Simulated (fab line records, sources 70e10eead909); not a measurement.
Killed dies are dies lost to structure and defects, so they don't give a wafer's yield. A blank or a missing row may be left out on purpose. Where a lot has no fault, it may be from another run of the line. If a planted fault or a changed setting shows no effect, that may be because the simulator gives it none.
Which tool did it? / flow nandHarc / 13 lots, 38 wafers sampled, at 6 steps of a route of 1302

## WHAT THE GAUGES READ, wafer by wafer
NHARC_A_SOURCE_PLATE_THK_MEAS_06: measures by ellipsometry. Usual: 200.2 nm for thkNm, sd 2.
lot=L149; measured=day 7 22:34; on=filmMetro-02; thkNm (nm)=200.7 199.8 202.3; flag=
lot=L150; measured=day 7 22:34; on=filmMetro-01; thkNm (nm)=200.6 198.5 198.9; flag=
lot=L151; measured=day 8 15:28; on=filmMetro-01; thkNm (nm)=200.1 199.9 199.2; flag=
lot=L154; measured=day 9 15:43; on=filmMetro-01; thkNm (nm)=199.1 201.3 201.6; flag=
lot=L155; measured=day 10 07:58; on=filmMetro-02; thkNm (nm)=199.9 200.7 201.0; flag=
lot=L156; measured=day 11 00:59; on=filmMetro-01; thkNm (nm)=202.6 201.6 201.6; flag=
lot=L158; measured=day 11 09:49; on=filmMetro-02; thkNm (nm)=202.1 203.3 200.9; flag=
lot=L159; measured=day 12 07:07; on=filmMetro-01; thkNm (nm)=203.9 202.7 201.0; flag=
lot=L160; measured=day 12 16:01; on=filmMetro-01; thkNm (nm)=198.0 198.4 199.1; flag=
lot=L161; measured=day 12 16:01; on=filmMetro-02; thkNm (nm)=196.8 195.8 198.3; flag=
lot=L162; measured=day 12 23:55; on=filmMetro-02; thkNm (nm)=200.7 202.1 200.2; flag=
lot=L168; measured=day 15 11:40; on=filmMetro-02; thkNm (nm)=202.8 203.7 202.9; flag=
lot=L170; measured=day 16 03:44; on=filmMetro-02; thkNm (nm)=200.8 199.5; flag=

NHARC_A_ONON_D1_THK_MEAS_18: measures by ellipsometry. Usual: 1001 nm for thkNm, sd 9.9.
lot=L149; measured=day 8 09:15; on=filmMetro-02; thkNm (nm)=1007 1005 1007; flag=
lot=L150; measured=day 8 09:15; on=filmMetro-01; thkNm (nm)=1007 1009 1008; flag=
lot=L151; measured=day 9 05:02; on=filmMetro-01; thkNm (nm)=996 997 996; flag=
lot=L154; measured=day 10 04:24; on=filmMetro-02; thkNm (nm)=1000 1002 1001; flag=
lot=L155; measured=day 10 23:10; on=filmMetro-02; thkNm (nm)=992 991 991; flag=
lot=L156; measured=day 11 11:43; on=filmMetro-02; thkNm (nm)=982 982 982; flag=
lot=L158; measured=day 11 21:33; on=filmMetro-02; thkNm (nm)=985 985 987; flag=
lot=L159; measured=day 12 17:50; on=filmMetro-02; thkNm (nm)=1012 1011 1012; flag=
lot=L160; measured=day 13 02:38; on=filmMetro-01; thkNm (nm)=1004 1006 1003; flag=
lot=L161; measured=day 13 02:38; on=filmMetro-02; thkNm (nm)=1001 1001 1002; flag=
lot=L162; measured=day 13 10:36; on=filmMetro-01; thkNm (nm)=1003 1002 1005; flag=
lot=L168; measured=day 15 22:24; on=filmMetro-01; thkNm (nm)=993 992 992; flag=
lot=L170; measured=day 16 14:44; on=filmMetro-01; thkNm (nm)=998 1000; flag=

NHARC_A_ONON_D1_THK_MEAS_30: measures by ellipsometry. Usual: 1001 nm for thkNm, sd 10.
lot=L149; measured=day 8 11:47; on=filmMetro-02; thkNm (nm)=1008 1008 1006; flag=
lot=L150; measured=day 8 11:31; on=filmMetro-02; thkNm (nm)=996 994 996; flag=
lot=L151; measured=day 9 07:19; on=filmMetro-01; thkNm (nm)=999 999 999; flag=
lot=L154; measured=day 10 06:41; on=filmMetro-01; thkNm (nm)=985 985 984; flag=
lot=L155; measured=day 11 01:27; on=filmMetro-01; thkNm (nm)=1007 1006 1005; flag=
lot=L156; measured=day 11 13:59; on=filmMetro-01; thkNm (nm)=1011 1012 1011; flag=
lot=L158; measured=day 11 23:49; on=filmMetro-01; thkNm (nm)=983 982 983; flag=
lot=L159; measured=day 12 20:06; on=filmMetro-02; thkNm (nm)=1000 1000 1001; flag=
lot=L160; measured=day 13 04:55; on=filmMetro-01; thkNm (nm)=1001 998 1001; flag=
lot=L161; measured=day 13 04:54; on=filmMetro-02; thkNm (nm)=1002 1002 1002; flag=
lot=L162; measured=day 13 12:53; on=filmMetro-02; thkNm (nm)=1011 1013 1012; flag=
lot=L168; measured=day 16 00:40; on=filmMetro-02; thkNm (nm)=1023 1952 1951; flag=OFF
lot=L170; measured=day 16 17:01; on=filmMetro-01; thkNm (nm)=1005 1933; flag=OFF

NHARC_END_SORT_01. Usual: killedAtArray 59, standard deviation 19; killedAtOther 0.6, standard deviation 0.85; killedAtPeriphery 3.8, standard deviation 2.5; killedDies 64, standard deviation 19; killedOpen 3.3, standard deviation 1.8; killedShort 2.2, standard deviation 1.6.
lot=L168; measured=day 32 20:58; on=prober-02; killedAtArray=25 674 671; killedAtOther=0 1 0; killedAtPeriphery=3 2 6; killedDies=28 677 677; killedOpen=4 4 7; killedShort=0 1 3; flag=OFF
lot=L170; measured=day 33 06:34; on=prober-01; killedAtArray=51 671; killedAtOther=2 0; killedAtPeriphery=4 6; killedDies=57 677; killedOpen=4 2; killedShort=1 3; flag=OFF

## WHAT TOOL EACH LOT RAN ON (gives the tool, then ch and the chambers of the sampled wafers, and finally the start)
lot=L149; NHARC_A_ONON_D1_DEP_28=pecvdOnon-04 ch 0, day 8 11:20; NHARC_A_CHANNEL_HOLE_D1_ETCH_38=rieDiel-08 ch 1,2,3, day 8 16:11
lot=L150; NHARC_A_ONON_D1_DEP_28=pecvdOnon-03 ch 0, day 8 11:04; NHARC_A_CHANNEL_HOLE_D1_ETCH_38=rieDiel-02 ch 0,3, day 8 15:10
lot=L151; NHARC_A_ONON_D1_DEP_28=pecvdOnon-03 ch 0, day 9 06:47; NHARC_A_CHANNEL_HOLE_D1_ETCH_38=rieDiel-10 ch 0,1,3, day 9 13:28
lot=L154; NHARC_A_ONON_D1_DEP_28=pecvdOnon-04 ch 0, day 10 06:10; NHARC_A_CHANNEL_HOLE_D1_ETCH_38=rieDiel-10 ch 0,1,3, day 10 11:47
lot=L155; NHARC_A_ONON_D1_DEP_28=pecvdOnon-02 ch 0, day 11 00:56; NHARC_A_CHANNEL_HOLE_D1_ETCH_38=rieDiel-02 ch 1,3, day 11 04:50
lot=L156; NHARC_A_ONON_D1_DEP_28=pecvdOnon-03 ch 0, day 11 13:36; NHARC_A_CHANNEL_HOLE_D1_ETCH_38=rieDiel-10 ch 0,2,3, day 11 19:02
lot=L158; NHARC_A_ONON_D1_DEP_28=pecvdOnon-03 ch 0, day 11 23:22; NHARC_A_CHANNEL_HOLE_D1_ETCH_38=rieDiel-10 ch 0,3, day 12 03:11
lot=L159; NHARC_A_ONON_D1_DEP_28=pecvdOnon-02 ch 0, day 12 19:35; NHARC_A_CHANNEL_HOLE_D1_ETCH_38=rieDiel-02 ch 0,1,3, day 12 23:47
lot=L160; NHARC_A_ONON_D1_DEP_28=pecvdOnon-02 ch 0, day 13 04:24; NHARC_A_CHANNEL_HOLE_D1_ETCH_38=rieDiel-10 ch 0,1,3, day 13 09:33
lot=L161; NHARC_A_ONON_D1_DEP_28=pecvdOnon-04 ch 0, day 13 04:30; NHARC_A_CHANNEL_HOLE_D1_ETCH_38=rieDiel-10 ch 0,2, day 13 08:25
lot=L162; NHARC_A_ONON_D1_DEP_28=pecvdOnon-02 ch 0, day 13 12:30; NHARC_A_CHANNEL_HOLE_D1_ETCH_38=rieDiel-10 ch 2,3, day 13 16:32
lot=L168; NHARC_A_ONON_D1_DEP_28=pecvdOnon-04 ch 0, day 16 00:09; NHARC_A_CHANNEL_HOLE_D1_ETCH_38=rieDiel-10 ch 1, day 16 04:08
lot=L170; NHARC_A_ONON_D1_DEP_28=pecvdOnon-04 ch 0, day 16 16:40; NHARC_A_CHANNEL_HOLE_D1_ETCH_38=rieDiel-10 ch 3, day 17 00:05
- NHARC_A_ONON_D1_DEP_28: target thk 1000 nm.
- NHARC_A_CHANNEL_HOLE_D1_ETCH_38: etches the open film in CF4, target depth 39 nm, time 65 s.

## AS READ BY THE TOOLS THEMSELVES (means over the sampled wafers that have a number; for cases with no such wafer, the mark the record gives instead)
NHARC_A_CHANNEL_HOLE_D1_ETCH_38. Usual: drypumpMotorCurrentA 5.65 A, standard deviation 0.29; oesProductAu 1.002 a.u., standard deviation 0.0074; rfVppV 151.7 V, standard deviation 1.3; showerheadPlenumPTorr 1.80 Torr, standard deviation 0.073; throttleValvePct 13.284 %, standard deviation 0.0084.
lot=L149; tool=rieDiel-08; drypumpMotorCurrentA (A)=5.98; oesProductAu (a.u.)=1.001; rfVppV (V)=151.7; showerheadPlenumPTorr (Torr)=1.81; throttleValvePct (%)=13.290; flag=
lot=L150; tool=rieDiel-02; drypumpMotorCurrentA (A)=5.90; oesProductAu (a.u.)=1.006; rfVppV (V)=150.1; showerheadPlenumPTorr (Torr)=1.73; throttleValvePct (%)=13.282; flag=
lot=L151; tool=rieDiel-10; drypumpMotorCurrentA (A)=5.55; oesProductAu (a.u.)=0.993; rfVppV (V)=152.3; showerheadPlenumPTorr (Torr)=1.77; throttleValvePct (%)=13.290; flag=
lot=L154; tool=rieDiel-10; drypumpMotorCurrentA (A)=5.56; oesProductAu (a.u.)=1.002; rfVppV (V)=151.4; showerheadPlenumPTorr (Torr)=1.77; throttleValvePct (%)=13.279; flag=
lot=L155; tool=rieDiel-02; drypumpMotorCurrentA (A)=5.58; oesProductAu (a.u.)=1.000; rfVppV (V)=151.0; showerheadPlenumPTorr (Torr)=1.82; throttleValvePct (%)=13.286; flag=
lot=L156; tool=rieDiel-10; drypumpMotorCurrentA (A)=5.50; oesProductAu (a.u.)=1.006; rfVppV (V)=152.2; showerheadPlenumPTorr (Torr)=1.81; throttleValvePct (%)=13.280; flag=
lot=L158; tool=rieDiel-10; drypumpMotorCurrentA (A)=5.44; oesProductAu (a.u.)=1.011; rfVppV (V)=151.6; showerheadPlenumPTorr (Torr)=1.75; throttleValvePct (%)=13.284; flag=
lot=L159; tool=rieDiel-02; drypumpMotorCurrentA (A)=5.74; oesProductAu (a.u.)=1.000; rfVppV (V)=151.6; showerheadPlenumPTorr (Torr)=1.77; throttleValvePct (%)=13.278; flag=
lot=L160; tool=rieDiel-10; drypumpMotorCurrentA (A)=5.57; oesProductAu (a.u.)=1.003; rfVppV (V)=151.3; showerheadPlenumPTorr (Torr)=1.77; throttleValvePct (%)=13.278; flag=
lot=L161; tool=rieDiel-10; drypumpMotorCurrentA (A)=5.59; oesProductAu (a.u.)=1.008; rfVppV (V)=152.8; showerheadPlenumPTorr (Torr)=1.87; throttleValvePct (%)=13.277; flag=
lot=L162; tool=rieDiel-10; drypumpMotorCurrentA (A)=5.46; oesProductAu (a.u.)=1.008; rfVppV (V)=152.0; showerheadPlenumPTorr (Torr)=1.83; throttleValvePct (%)=13.287; flag=
lot=L168; tool=rieDiel-10; drypumpMotorCurrentA (A)=5.71; oesProductAu (a.u.)=0.997; rfVppV (V)=152.1; showerheadPlenumPTorr (Torr)=1.76; throttleValvePct (%)=13.270; flag=
lot=L170; tool=rieDiel-10; drypumpMotorCurrentA (A)=5.33; oesProductAu (a.u.)=1.002; rfVppV (V)=150.1; showerheadPlenumPTorr (Torr)=1.71; throttleValvePct (%)=13.269; flag=

## THE ANSWER, worked out from the rows above alone
Rule: take the mean of a lot's wafers that have a number; if it is more than 3 standard deviations from the usual mean, the lot is off. Also off: a lot with no number at a reading for which 4 or more lots have one. The other lots that the step has rows for count as sound. First the gauges in route order, then the tools' own readings, where a lot's mean is used as printed above. At the first step where some lot is off, the reading lying furthest off is the one used; lots without a number count as furthest.
Off: L168, L170 (NHARC_A_ONON_D1_THK_MEAS_30, thkNm).
A tool fits if, at a process step before that reading, it ran every lot that is off, and no sound lot after the first of them. Not tried: the gauges at NHARC_A_ONON_D1_THK_MEAS_30; whatever is off there is also off at NHARC_END_SORT_01, on other tools, and gauge error can't account for it. One fits: pecvdOnon-04 at NHARC_A_ONON_D1_DEP_28. Its last sound lot is L161 (day 13 04:30), its first lot that is off L168 (day 16 00:09): a fault that began between those two fits.

## WHAT THE SIMULATOR PUT IN
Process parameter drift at NHARC_A_ONON_D1_DEP_28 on pecvdOnon-04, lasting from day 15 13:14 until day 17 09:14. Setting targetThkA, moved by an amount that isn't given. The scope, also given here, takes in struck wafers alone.
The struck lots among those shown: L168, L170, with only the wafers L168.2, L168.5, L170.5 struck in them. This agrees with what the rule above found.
